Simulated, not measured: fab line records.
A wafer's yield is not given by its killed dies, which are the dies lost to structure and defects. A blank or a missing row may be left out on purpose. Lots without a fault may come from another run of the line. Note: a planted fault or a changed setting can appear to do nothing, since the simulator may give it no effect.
Split-lot experiment -- flow n5_finfet -- 21 wafers read across 7 lots, on a route 1938 steps long

THE SPLIT
At N5_BEOL_M10_COAT_22 (resist thk 90 nm), the setting spin_rpm was moved away from the recipe's 1500 rpm on 8 of the 21 wafers read, by -9.3% to +8.1%. The other wafers ran this setting at the recipe's value.

FROM THE SPLIT TO THE READING: what the file shows between them, 4 steps
- N5_BEOL_M10_PEB_26: peb time 60 s (also split here: peb_time_s)
- N5_BEOL_M10_DEVELOP_27: develop time 30 s
- N5_BEOL_M10_CD_MEAS_28: target cd 70 nm
- N5_BEOL_M10_DESCUM_33: chemistry O2, time 7.9 s

THE READING
CAR-ArF_of_BEOL_M10_COAT_22.thk_nm (the simulator's own value, which no gauge read), in nm, at N5_BEOL_M10_ETCH_65 (etches SiARC in CF4, target depth 39 nm, time 65 s). The file gives no usual value for it. Here, 13 wafers ran the recipe; their average is 55.4 nm with a standard deviation of 0.27 nm.

wafer,"tool, chamber at the split","spin_rpm as run, rpm",against the recipe,"CAR-ArF_of_BEOL_M10_COAT_22.thk_nm, nm",against lot-mates on the recipe
L077.2,"litho_track-05, 0",1435,-4.3%,57.8,+2.2
L077.3,"litho_track-05, 0",1500,recipe,55.4,-
L077.4,"litho_track-05, 0",1500,recipe,55.8,-
L078.2,"litho_track-03, 0",1500,recipe,55,-
L078.5,"litho_track-03, 0",1500,recipe,55,-
L078.6,"litho_track-03, 0",1500,recipe,55.2,-
L082.1,"litho_track-04, 0",1360,-9.3%,60,no lot-mate on the recipe
L082.5,"litho_track-04, 0",1360,-9.3%,60,no lot-mate on the recipe
L082.2,"litho_track-04, 0",1360,-9.3%,60.2,no lot-mate on the recipe
L089.2,"litho_track-03, 0",1500,recipe,55.4,-
L089.3,"litho_track-03, 0",1500,recipe,55.2,-
L089.4,"litho_track-03, 0",1385,-7.7%,59.4,+4.1
L088.1,"litho_track-04, 0",1500,recipe,55.4,-
L088.3,"litho_track-04, 0",1500,recipe,55.8,-
L088.4,"litho_track-04, 0",1500,recipe,55.8,-
L096.1,"litho_track-03, 0",1500,recipe,55.6,-
L096.2,"litho_track-03, 0",1621,+8.1%,52,-3.6
L096.3,"litho_track-03, 0",1621,+8.1%,52.2,-3.4
L094.1,"litho_track-04, 0",1561,+4.1%,53.8,-1.7
L094.2,"litho_track-04, 0",1500,recipe,55.6,-
L094.3,"litho_track-04, 0",1500,recipe,55.4,-

FIT RESULTS
A straight line over all 21 wafers: CAR-ArF_of_BEOL_M10_COAT_22.thk_nm changes by -0.47 nm for each +1% of spin_rpm; r = -0.99; the points scatter about the line by 0.29 nm.
The same after taking each lot's own level away (the mean of its wafers on the recipe; 18 wafers): -0.468 nm for each +1%; r = -0.99; scatter 0.2 nm.
The reading moves by 4.4 nm for the largest change in spin_rpm, on that fit.
From 55.07 to 55.67 nm: that is the span of the lots' own levels, equal to 2.2 times the standard deviation above.
Hence the lot-to-lot level has little effect on the slope; both slopes agree.
Check: for one of the wafers moved furthest among these (+8.1%), held out of the fit, the line's prediction against its lot-mates is -3.74 nm. It came out at -3.6 nm against them.

THE OTHER SPLITS THESE WAFERS WENT THROUGH
Before the reading, these wafers also passed through other splits. Each is held against what the fit with the lots' levels taken away leaves over:
other split on the same wafers,wafers away from the commonest value,r with CAR-ArF_of_BEOL_M10_COAT_22.thk_nm (lot level and that fit taken away)
N5_BEOL_M8_CURE_75 time_s,4,-0.05
N5_BEOL_M9_TRENCH_ETCH_37 source_w,8,+0.25
N5_BEOL_M10_PEB_26 peb_time_s,9,-0.29

THE WHOLE CHAIN: every reading that the file lists as answering this split, in the file's order
step,what it does,reading,change (the file's fit),r (the file's)
N5_BEOL_M10_COAT_22,resist thk 90 nm,"CAR-ArF_of_BEOL_M10_COAT_22.thk_nm (the simulator's own value, which no gauge read)",-0.45 nm for each +1% of the setting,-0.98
N5_BEOL_M10_DEVELOP_27,develop time 30 s,"CAR-ArF_of_BEOL_M10_COAT_22.thk_nm (the simulator's own value, which no gauge read)",-0.468 nm for each +1% of the setting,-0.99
N5_BEOL_M10_ETCH_65,"etches SiARC in CF4, target depth 39 nm, time 65 s","CAR-ArF_of_BEOL_M10_COAT_22.thk_nm (the simulator's own value, which no gauge read)",-0.478 nm for each +1% of the setting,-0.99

THE FILE'S OWN FIT
CAR-ArF_of_BEOL_M10_COAT_22.thk_nm changes by -0.478 nm for each +1% of spin_rpm, r = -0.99.
